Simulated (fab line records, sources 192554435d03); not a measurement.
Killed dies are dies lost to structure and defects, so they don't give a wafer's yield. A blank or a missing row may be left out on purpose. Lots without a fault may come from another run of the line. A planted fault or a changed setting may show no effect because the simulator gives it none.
fab line records | flow n5_finfet
record lots=7 wafers=39
route steps=1938 shown MOL_CONTACT_COAG@570
start_h: hours from the record's first day to the start of the lot's first wafer shown | wait_h: hours since the lot's step before | " the same as in the row above | L1.1+2: a row that stands for several wafers | - no value, or no start given | * or withheld: withheld | < > ~ a bound
route shown NAME@n: a module of which the file shows steps, and the number in the route of the first | usual: mean/standard deviation of fault-free wafers | same: alike in all rows | chamber/n: place in a boat | sites: the reading at each site | _std_site: their standard deviation | _edge_site: outer sites' mean less inner sites' | radius_mm: how far each site lies from the wafer's centre | mask NAME#n: copy n | behind: the tool/chamber that last shaped the wafer | hold: why the lot was held/for how many hours/how that ended | device: the transistor (n, p or np) that didn't switch | end of line: the same wafers' tests at the end of the route | a step without rows: its recipe alone | killed: dies lost to structure and defects at the first sort, not the wafer's yield | map: a wafer's dies, x killed, . not, _ none there
set.NAME: the setting as run; set.NAME@STEP: as run at that earlier step | model.NAME: the simulator's own value behind a step, which no gauge read
lots whose settings were changed on purpose; a table a step, a row a wafer
## steps
# step N5_MOL_CONTACT_COAG_EXPOSE_81
# recipe mask_id=VG na=0.33 source_shape=annular sigma_inner=0.3 sigma_outer=0.7 polarization=unpolarized defocus_nm=0 dose_mj=59.5
# columns lot.wafer tool chamber start_h wait_h mask set.dose_mj
L075.1+2+3+4+5+6 euv_scanner-01 0 107.74 - VG#0 59.5
L079.1+2+3+4+5+6 euv_scanner-02 0 128.67 - VG#0 59.5
L084.2+5+6 euv_scanner-01 0 161.14 - VG#0 59.5
L088.1+4+6 euv_scanner-01 0 182.25 - VG#0 59.5
L088.2+3+5 " 0 " " VG#0 62.34
L089.1+2+3+4+5+6 euv_scanner-01 0 187.79 - VG#0 59.5
L096.1+2+4 euv_scanner-01 0 232.47 - VG#0 63.85
L096.3+5+6 " 0 " " VG#0 59.5
L091.1+4+5 euv_scanner-02 0 237.43 - VG#0 56.56
L091.2+3+6 " 0 " " VG#0 59.5
# step N5_MOL_CONTACT_COAG_PEB_82
# recipe peb_temp_c=100 peb_time_s=60 resist=CAR-EUV
# step N5_MOL_CONTACT_COAG_DEVELOP_83
# recipe develop_time_s=30 developer=TMAH resist=CAR-EUV rinse_liquid=surfactant_rinse dry=air_spin dev_temp_c=23
# step N5_MOL_CONTACT_COAG_CD_MEAS_84
# recipe target_cd_nm=25.1 landing_energy_ev=500 detector=se_inlens polarity=opening
# usual cd_nm=25.09/0.23
# columns lot.wafer tool chamber start_h wait_h set.dose_mj@MOL_CONTACT_COAG_EXPOSE_81 cd_nm
L075.1 cd_sem-03 0 107.88 - 59.5 24.64
L075.2 " 0 " " 59.5 24.95
L075.3 " 0 " " 59.5 24.94
L075.4 " 0 " " 59.5 25.23
L075.5 " 0 " " 59.5 25.25
L075.6 " 0 " " 59.5 25.33
L079.1 cd_sem-02 0 128.81 - 59.5 25.19
L079.2 " 0 " " 59.5 24.85
L079.3 " 0 " " 59.5 25.18
L079.4 " 0 " " 59.5 24.84
L079.5 " 0 " " 59.5 25.07
L079.6 " 0 " " 59.5 24.74
L084.2 cd_sem-01 0 161.28 - 59.5 25.62
L084.5 " 0 " " 59.5 25.14
L084.6 " 0 " " 59.5 25.29
L088.1 cd_sem-03 0 182.40 - 59.5 24.96
L088.2 " 0 " " 62.34 26.08
L088.3 " 0 " " 62.34 26.25
L088.4 " 0 " " 59.5 25.24
L088.5 " 0 " " 62.34 26.34
L088.6 " 0 " " 59.5 24.75
L089.1 cd_sem-03 0 187.94 - 59.5 24.73
L089.2 " 0 " " 59.5 24.98
L089.3 " 0 " " 59.5 24.98
L089.4 " 0 " " 59.5 25.32
L089.5 " 0 " " 59.5 25.24
L089.6 " 0 " " 59.5 24.85
L096.1 cd_sem-01 0 232.61 - 63.85 26.32
L096.2 " 0 " " 63.85 26.16
L096.3 " 0 " " 59.5 24.79
L096.4 " 0 " " 63.85 26.49
L096.5 " 0 " " 59.5 24.67
L096.6 " 0 " " 59.5 24.69
L091.1 cd_sem-02 0 237.57 - 56.56 24.28
L091.2 " 0 " " 59.5 25.28
L091.3 " 0 " " 59.5 25.33
L091.4 " 0 " " 56.56 23.91
L091.5 " 0 " " 56.56 24.06
L091.6 " 0 " " 59.5 24.83
# step N5_MOL_CONTACT_COAG_PRECLEAN_144
# recipe chemistry=alkaline_clean temp_c=60 time_s=60 do_ppb=50
# step N5_MOL_CONTACT_COAG_SRD_145
# recipe dry=ipa_marangoni time_s=30 temp_c=23 rinse_liquid=diw
# step N5_MOL_CONTACT_COAG_CD_MEAS_137
# recipe target_cd_nm=16
# usual cd_nm=15.97/0.28
# columns lot.wafer tool chamber start_h wait_h set.dose_mj@MOL_CONTACT_COAG_EXPOSE_81 cd_nm
L075.1 cd_sem-03 - 108.81 0.0 59.5 15.68
L075.2 " - " " 59.5 16.06
L075.3 " - " " 59.5 15.91
L075.4 " - " " 59.5 15.85
L075.5 " - " " 59.5 15.87
L075.6 " - " " 59.5 15.77
L079.1 cd_sem-01 - 129.77 0.0 59.5 15.84
L079.2 " - " " 59.5 16.10
L079.3 " - " " 59.5 15.66
L079.4 " - " " 59.5 15.86
L079.5 " - " " 59.5 15.61
L079.6 " - " " 59.5 15.63
L084.2 cd_sem-02 - 162.36 0.0 59.5 15.99
L084.5 " - " " 59.5 16.07
L084.6 " - " " 59.5 16.32
L088.1 cd_sem-01 - 183.75 0.0 59.5 15.95
L088.2 " - " " 62.34 16.92
L088.3 " - " " 62.34 16.95
L088.4 " - " " 59.5 15.86
L088.5 " - " " 62.34 17.07
L088.6 " - " " 59.5 16.05
L089.1 cd_sem-03 - 188.94 0.0 59.5 15.68
L089.2 " - " " 59.5 16.10
L089.3 " - " " 59.5 15.54
L089.4 " - " " 59.5 16.14
L089.5 " - " " 59.5 15.85
L089.6 " - " " 59.5 16.21
L096.1 cd_sem-02 - 233.82 0.0 63.85 17.82
L096.2 " - " " 63.85 17.46
L096.3 " - " " 59.5 15.87
L096.4 " - " " 63.85 17.41
L096.5 " - " " 59.5 15.96
L096.6 " - " " 59.5 15.35
L091.1 cd_sem-02 - 238.66 0.0 56.56 14.84
L091.2 " - " " 59.5 16.12
L091.3 " - " " 59.5 16.13
L091.4 " - " " 56.56 14.96
L091.5 " - " " 56.56 15.03
L091.6 " - " " 59.5 15.81
## key
split step=N5_MOL_CONTACT_COAG_EXPOSE_81 setting=dose_mj stated=59.5 by=wafer
response step=N5_MOL_CONTACT_COAG_CD_MEAS_84 reading=cd_nm change=+0.227 per=1% r=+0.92
response step=N5_MOL_CONTACT_COAG_CD_MEAS_137 reading=cd_nm change=+0.235 per=1% r=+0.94
